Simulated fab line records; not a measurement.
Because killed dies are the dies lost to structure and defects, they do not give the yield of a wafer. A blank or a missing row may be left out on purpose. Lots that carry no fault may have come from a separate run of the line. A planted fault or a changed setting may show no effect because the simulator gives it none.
Matching of chambers	flow n5Finfet	N5_BEOL_M8_PECVD_70 on pecvd-03 has 3 sister chambers
The step deposits SiO2 from TEOS/O2, target thk 20 nm, time 22.7 s. 20 wafers are shown with their chamber, then 10 later ones without.

EACH WAFER AND ITS CHAMBER
wafer	chamber	throttleValvePct (%)	showerheadPlenumPTorr (Torr)	rfFwdPowerW (W)
L075.2	1	22.6	8.78	445.2
L075.3	2	21.6	8.74	443.4
L075.5	1	22.5	8.80	444.8
L076.2	2	21.4	8.74	443.7
L076.4	1	22.7	8.77	445.8
L076.6	2	21.4	8.75	444.6
L079.1	2	21.7	8.74	443.2
L079.2	0	22.1	8.79	442.1
L079.6	1	22.6	8.80	445.3
L083.2	2	21.6	8.75	443.0
L083.3	1	22.6	8.80	444.5
L083.6	2	21.5	8.77	442.9
L085.1	2	21.6	8.77	443.6
L085.4	0	22.0	8.80	444.9
L085.5	1	22.7	8.77	445.3
L087.3	0	21.9	8.80	443.5
L087.4	2	21.6	8.74	441.7
L087.6	0	21.9	8.81	444.9
L088.1	0	21.9	8.80	444.6
L088.4	1	22.3	8.79	444.1

SIGNATURES, as means of the wafers listed above
reading	chamber 0	chamber 1	chamber 2	scatter within a chamber
throttleValvePct	21.960	22.571	21.550	0.115
showerheadPlenumPTorr	8.8000	8.7871	8.7500	0.0122
rfFwdPowerW	444.000	445.000	443.262	0.86
Rule: for a wafer and a chamber, the distance is found by dividing, reading by reading, the gap between the wafer's reading and the chamber's mean by the reading's scatter, squaring, summing and taking the root. The wafer belongs to the nearest chamber; if the next one is less than 2 further off, it can't be placed. The scatter: take each reading less its chamber's mean, square it, sum over the shown wafers, divide by the number of wafers less the number of chambers, and take the root.

WAFERS WITHOUT THEIR CHAMBER
wafer	throttleValvePct (%)	showerheadPlenumPTorr (Torr)	rfFwdPowerW (W)
L088.6	22.0	8.79	444.6
L092.3	21.8	8.81	444.9
L092.5	22.5	8.78	445.4
L092.6	22.3	8.80	444.6
L095.2	21.7	8.76	442.2
L095.4	22.3	8.77	442.8
L095.6	21.7	8.75	440.3
L096.1	22.4	8.80	442.6
L096.2	21.8	8.80	445.5
L096.6	21.9	8.80	446.5

CHAMBER TAKEN BY EACH
wafer	from the rows above	in truth
L088.6	0	0
L092.3	0	0
L092.5	1	1
L092.6	can't be placed: 1 or 0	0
L095.2	2	2
L095.4	can't be placed: 1 or 0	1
L095.6	2	2
L096.1	can't be placed: 1 or 0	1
L096.2	0	0
L096.6	0	0
Placed correctly: 7 of 10. These rows do not allow placing 3 (true chamber among the candidates in 3). Number placed wrongly: 0.
